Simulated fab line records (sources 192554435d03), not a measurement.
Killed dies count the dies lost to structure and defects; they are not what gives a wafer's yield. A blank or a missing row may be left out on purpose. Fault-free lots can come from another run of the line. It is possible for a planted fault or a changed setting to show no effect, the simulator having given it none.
Split-lot experiment    flow n5_finfet    route with 1938 steps; 7 lots, 21 wafers read

THE SPLIT ITSELF
At N5_BEOL_M2_EXPOSE_08 (exposes mask M2), the setting dose_mj was moved away from the recipe's 41.25 on 7 of the 21 wafers read, by -3.8% to +6.0%. This setting was run at the recipe's value on the other wafers.

FROM THE SPLIT TO THE READING: what the file shows between them, 9 steps
- N5_BEOL_M2_PEB_09: peb time 60 s
- N5_BEOL_M2_DEVELOP_10: develop time 30 s
- N5_BEOL_M2_DESCUM_16: chemistry O2, time 7 s
- N5_BEOL_M2_ETCH_74: etches underlayer in N2/H2, target depth 6.5 nm, time 5.2 s
- N5_BEOL_M2_ETCH_63: etches SiARC in CF4, target depth 15.6 nm, time 26 s
- N5_BEOL_M2_ETCH_64: etches SOC in N2/H2, target depth 75 nm, overetch 22.5 nm, time 121.9 s
- N5_BEOL_M2_STRIP_65: strips in N2/H2
- N5_BEOL_M2_STRIP_75: strips in N2/H2
- N5_BEOL_M2_STRIP_66: strips in CF4

THE READING
BEOL_M2.cd_offset_nm (the simulator's own value, which no gauge read), in nm, at N5_BEOL_M2_HM_OPEN_17 (chemistry Cl2/BCl3, target TiN, target depth 20 nm, overetch 6 nm). There is no usual value for it anywhere in the file. Here, 14 wafers ran the recipe; their average is 0.0 nm with a standard deviation of 0.22 nm.

wafer   tool, chamber at the split  dose_mj as run  against the recipe  BEOL_M2.cd_offset_nm, nm  against lot-mates on the recipe
L074.2  euv_scanner-02, 0           41.25           recipe              0                         -
L074.4  euv_scanner-02, 0           41.25           recipe              -0.4                      -
L074.6  euv_scanner-02, 0           42.82           +3.8%               0.6                       +0.8
L077.1  euv_scanner-01, 0           39.79           -3.5%               -0.8                      -1.0
L077.4  euv_scanner-01, 0           41.25           recipe              0.2                       -
L077.6  euv_scanner-01, 0           41.25           recipe              0.2                       -
L078.1  euv_scanner-02, 0           43.71           +6.0%               1                         +0.8
L078.2  euv_scanner-02, 0           41.25           recipe              0.2                       -
L078.4  euv_scanner-02, 0           41.25           recipe              0.2                       -
L082.1  euv_scanner-01, 0           41.25           recipe              -0.2                      -
L082.2  euv_scanner-01, 0           42.8            +3.8%               0.6                       +0.8
L082.3  euv_scanner-01, 0           42.8            +3.8%               1                         +1.2
L083.2  euv_scanner-02, 0           41.25           recipe              -0.2                      -
L083.5  euv_scanner-02, 0           39.7            -3.8%               -0.8                      -0.6
L083.6  euv_scanner-02, 0           39.7            -3.8%               -0.8                      -0.6
L087.1  euv_scanner-01, 0           41.25           recipe              0                         -
L087.2  euv_scanner-01, 0           41.25           recipe              0.4                       -
L087.4  euv_scanner-01, 0           41.25           recipe              0.2                       -
L093.1  euv_scanner-01, 0           41.25           recipe              -0.2                      -
L093.3  euv_scanner-01, 0           41.25           recipe              -0.2                      -
L093.5  euv_scanner-01, 0           41.25           recipe              0                         -

FIT RESULTS
A straight line over all 21 wafers: BEOL_M2.cd_offset_nm changes by +0.195 nm for each +1% of dose_mj; r = +0.92; the points scatter about the line by 0.21 nm.
The same after taking each lot's own level away (the mean of its wafers on the recipe; 21 wafers): +0.196 nm for each +1%; r = +0.93; scatter 0.19 nm.
That fit puts the effect of the largest move of dose_mj on the reading at 1.2 nm.
From -0.20 to 0.20 nm: that is the span of the lots' own levels, equal to 1.8 times the standard deviation above.
The two slopes agree, so the slope changes little with the lot-to-lot level.
Check: with one of the wafers moved furthest among these (+6.0%) left out of the fit, the line predicts +1.36 nm for it against its lot-mates. It came out at +0.8 nm against them.

THE WHOLE CHAIN: every reading that the file lists as answering this split, in the file's order
step                   what it does                                                             reading                                                                change (the file's fit)                r (the file's)
N5_BEOL_M2_ETCH_74     etches underlayer in N2/H2, target depth 6.5 nm, time 5.2 s              BEOL_M2.cd_offset_nm (the simulator's own value, which no gauge read)  +0.203 nm for each +1% of the setting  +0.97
N5_BEOL_M2_ETCH_64     etches SOC in N2/H2, target depth 75 nm, overetch 22.5 nm, time 121.9 s  BEOL_M2.cd_offset_nm (the simulator's own value, which no gauge read)  +0.183 nm for each +1% of the setting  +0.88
N5_BEOL_M2_HM_OPEN_17  chemistry Cl2/BCl3, target TiN, target depth 20 nm, overetch 6 nm        BEOL_M2.cd_offset_nm (the simulator's own value, which no gauge read)  +0.191 nm for each +1% of the setting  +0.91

THE FILE'S OWN FIT
BEOL_M2.cd_offset_nm changes by +0.191 nm for each +1% of dose_mj, r = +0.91.
